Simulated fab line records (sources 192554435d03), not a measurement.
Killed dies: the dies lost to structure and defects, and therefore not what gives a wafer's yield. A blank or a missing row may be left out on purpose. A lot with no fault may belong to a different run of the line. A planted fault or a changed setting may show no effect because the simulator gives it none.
Chamber matching    flow n5 finfet    3 sister chambers for N5_BEOL_M7_PECVD_70 on pecvd-02
The step deposits SiO2 from TEOS/O2, target thk 20 nm, time 22.7 s. 6 wafers are shown with their chamber, then 10 later ones without.

== WAFERS WITH THEIR CHAMBER ==
wafer   chamber  showerhead plenum p Torr (Torr)  throttle valve pct (%)
L081.5  1        8.66                             22.2
L082.3  2        8.82                             21.4
L082.6  1        8.67                             22.1
L085.3  2        8.81                             21.3
L086.2  0        8.79                             21.6
L086.4  0        8.78                             21.4

== WAFERS WITH NO CHAMBER GIVEN ==
wafer   showerhead plenum p Torr (Torr)  throttle valve pct (%)
L086.5  8.78                             21.7
L092.4  8.65                             22.4
L092.5  8.75                             21.5
L092.6  8.80                             21.4
L096.3  8.80                             21.4
L096.4  8.67                             22.3
L096.6  8.76                             21.4
L097.2  8.68                             22.1
L097.3  8.77                             21.6
L097.5  8.81                             21.2

== WHICH CHAMBER EACH WENT THROUGH ==
wafer   from the rows above      in truth
L086.5  0                        0
L092.4  1                        1
L092.5  0                        0
L092.6  can't be placed: 2 or 0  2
L096.3  can't be placed: 2 or 0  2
L096.4  1                        1
L096.6  0                        0
L097.2  1                        1
L097.3  0                        0
L097.5  2                        2
Correctly placed: 8 of 10. Cannot be placed on the basis of these rows: 2; the candidates contain the true chamber in 2. Wrongly placed: 0.
How it was worked out, from the rows above alone: a wafer's distance from a chamber is the root of the sum, over the readings, of the square of ((its reading less the chamber's mean) divided by the reading's scatter). If the next closest chamber is less than 2 further off than the closest, the wafer can't be placed; otherwise it belongs to the closest. Each chamber's mean is taken over the wafers shown for it. The scatter is the square root of a quotient: the sum, over the shown wafers, of each reading's squared deviation from its chamber's mean, divided by wafers minus chambers.
